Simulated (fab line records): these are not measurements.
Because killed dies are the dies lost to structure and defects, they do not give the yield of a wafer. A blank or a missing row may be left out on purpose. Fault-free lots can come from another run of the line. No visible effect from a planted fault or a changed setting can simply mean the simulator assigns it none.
Comparing a struck lot with a sound one :: flow n5Finfet :: 24 out of 1938 route steps
Sound: the wafers L123.1, L123.3, L123.6. Wafers struck: L117.2, L117.4, L117.6. The cause comes at the end.
Each step with rows lists, per side, the tool, then ch with its chambers, then its first start. Under that, the readings that differ: sound wafers :: struck wafers :: difference of the means :: sigmas: that difference in standard deviations of wafers without a fault.
alike: same words and numbers on both sides, and readings whose means sit less than 2 such deviations apart. not compared: any withheld reading, any reading some wafer has no value for, any bound like >300 that may hide the same value, and any number with overlapping values for which the record gives no deviation.
The two part at a step that has a row with sigmas, a row that says differs or no value, or rows on one side only. Numbers that don't overlap but have no deviation are shown without sigmas and don't part them. A reading missing from all wafers of one side parts the sides only when that side holds two or more wafers.

first, 11 steps without rows for these wafers: N5_BEOL_M6_ETCH_62 (etches SOC in N2/H2, target depth 110 nm, overetch 22 nm, time 165 s); N5_BEOL_M6_STRIP_68 (strips in N2/H2); N5_BEOL_M6_STRIP_67 (strips in CF4); N5_BEOL_M6_HM_OPEN_17 (chemistry Cl2/BCl3, target TiN, target depth 20 nm, overetch 6 nm); N5_BEOL_M6_STRIP_19 (strips in O2); N5_BEOL_M6_COAT_63 (time 60 s, resist thk 60 nm); N5_BEOL_M6_COAT_64 (time 60 s, resist thk 12 nm); N5_BEOL_M6_COAT_71 (time 60 s, resist thk 5 nm); N5_BEOL_M6_COAT_22 (resist thk 30 nm); N5_BEOL_M6_EBR_24; N5_BEOL_M6_SOFTBAKE_23 (time 60 s).
N5_BEOL_M6_EXPOSE_25: exposes mask V5, target cd 40 nm.
  sound on euvScanner-02 ch 0, day 14 09:02; struck on euvScanner-01 ch 0, day 13 11:59
reading: exposureDoseMJCm2
sound: 45.01 45.03 45.00
struck: 43.60 43.63 43.63
difference: -1.39
sigmas: -32
  alike: mask
then, 2 steps without rows for these wafers: N5_BEOL_M6_PEB_26 (peb time 60 s); N5_BEOL_M6_DEVELOP_27 (develop time 30 s).
N5_BEOL_M6_CD_MEAS_28 targets a cd of 40 nm.
  sound on cdSem-01 ch 0, day 14 09:10; struck on cdSem-01 ch 0, day 13 12:07
reading: cdNm (nm)
sound: 39.98 39.99 39.92
struck: 39.26 38.74 39.23
difference: -0.89
sigmas: -4
N5_BEOL_M6_DESCUM_33: chemistry O2, time 7 s.
  sound on rieDiel-02 ch 1,3, day 14 09:17; struck on rieDiel-06 ch 0,2, day 13 12:18
reading: throttleValvePct (%)
sound: 19.70 20.14 20.16
struck: 20.73 20.36 20.73
difference: +0.61
sigmas: +3

reading: model.BEOL_M6.cdNm (nm)
sound: 40 40 40
struck: 39.2 39 39.2
difference: -0.9
sigmas: 
  alike: drypumpMotorCurrentA, oesProductAu, rfVppV, showerheadPlenumPTorr
  not compared: rfHoursCounterH
then, 5 steps without rows for these wafers: N5_BEOL_M6_ETCH_72 (etches underlayer in N2/H2, target depth 6.5 nm, time 5.2 s); N5_BEOL_M6_ETCH_65 (etches SiARC in CF4, target depth 15.6 nm, time 26 s); N5_BEOL_M6_ETCH_66 (etches SOC in N2/H2, target depth 80 nm, overetch 16 nm, time 120 s); N5_BEOL_M6_STRIP_69 (strips in N2/H2); N5_BEOL_M6_STRIP_73 (strips in N2/H2).
N5_BEOL_M6_VIA_ETCH_34: etches SiCOH lowk in C4F6/O2, target depth 126.3 nm, time 50.9 s.
  sound on rieDiel-02 ch 1,3, day 14 09:28; struck on rieDiel-06 ch 0,2, day 13 12:29
reading: model.BEOL_M6.cdNm (nm)
sound: 40.2 39.8 39.8
struck: 39 39 39.2
difference: -1
sigmas: 
  alike: drypumpMotorCurrentA, oes_ar_750_au, oes_f_703_au, oesProductAu, rfVppV, showerheadPlenumPTorr, throttleValvePct
  not compared: rfHoursCounterH
then, 1 step without rows for these wafers: N5_BEOL_M6_STRIP_76 (strips in C4F6/O2).
-- record jumps: 4 days separate the struck wafers' starts on either side; left off in module BEOL_M6, taken up again in module PASSIVATION, whose first shown step is the route's number 1936 --
N5_PASSIVATION_PROBE_49:
  only the struck wafers here have rows in the record (prober-02, day 17 12:49); the sound ones have none

== WHERE THEY PART ==
Earliest at N5_BEOL_M6_EXPOSE_25; latest, in this record, at N5_PASSIVATION_PROBE_49.

WHY: what the simulator had put in
Process parameters drifting: euvScanner-01 at N5_BEOL_M6_EXPOSE_25, beginning at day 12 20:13. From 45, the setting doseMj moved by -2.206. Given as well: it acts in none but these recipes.
